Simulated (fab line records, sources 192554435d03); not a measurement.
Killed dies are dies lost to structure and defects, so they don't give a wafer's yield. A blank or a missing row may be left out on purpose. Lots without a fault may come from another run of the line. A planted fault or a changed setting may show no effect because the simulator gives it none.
Chamber matching | flow n5_finfet | N5_BEOL_M2_ALD_84 on ald_metal-01: 4 sister chambers
The step deposits TaN, pulse time 2 s, purge time 3 s, co reactant purge time 2 s. 20 wafers are shown with their chamber, then 10 later ones without.

WAFERS WITH THEIR CHAMBER
wafer  | chamber | heater_power_w (W)
L075.1 | 1       | 399
L075.3 | 0       | 480
L075.6 | 1       | 392
L077.1 | 1       | 397
L077.2 | 2       | 420
L077.3 | 3       | 364
L077.4 | 0       | 482
L077.5 | 1       | 394
L077.6 | 0       | 474
L084.1 | 3       | 360
L084.2 | 0       | 479
L084.3 | 2       | 433
L084.4 | 1       | 402
L084.5 | 1       | 387
L084.6 | 0       | 470
L087.1 | 0       | 479
L087.2 | 1       | 399
L087.3 | 2       | 416
L087.4 | 3       | 362
L087.5 | 1       | 395

SIGNATURES (means of the wafers above)
reading        | chamber 0 | chamber 1 | chamber 2 | chamber 3 | scatter within a chamber
heater_power_w | 477.33    | 395.62    | 423.00    | 362.00    | 5.13
Rule: a wafer's distance from a chamber is the root of the sum, over the readings, of the square of ((its reading less the chamber's mean) divided by the reading's scatter). The wafer belongs to the nearest chamber; if the next one is less than 2 further off, it can't be placed. The scatter: the root of (the sum of the squares of (reading less its chamber's mean) over the shown wafers, divided by (wafers less chambers)).

WAFERS WITHOUT THEIR CHAMBER
wafer  | heater_power_w (W)
L087.6 | 426
L091.2 | 388
L091.4 | 485
L091.6 | 430
L092.2 | 474
L092.3 | 402
L092.5 | 426
L096.3 | 359
L096.4 | 475
L096.5 | 433

WHICH CHAMBER EACH WENT THROUGH
wafer  | from the rows above | in truth
L087.6 | 2                   | 2
L091.2 | 1                   | 1
L091.4 | 0                   | 0
L091.6 | 2                   | 2
L092.2 | 0                   | 0
L092.3 | 1                   | 1
L092.5 | 2                   | 2
L096.3 | 3                   | 3
L096.4 | 0                   | 0
L096.5 | 2                   | 2
Placed correctly: 10 of 10. Can't be placed from these rows: 0. Placed wrongly: 0.
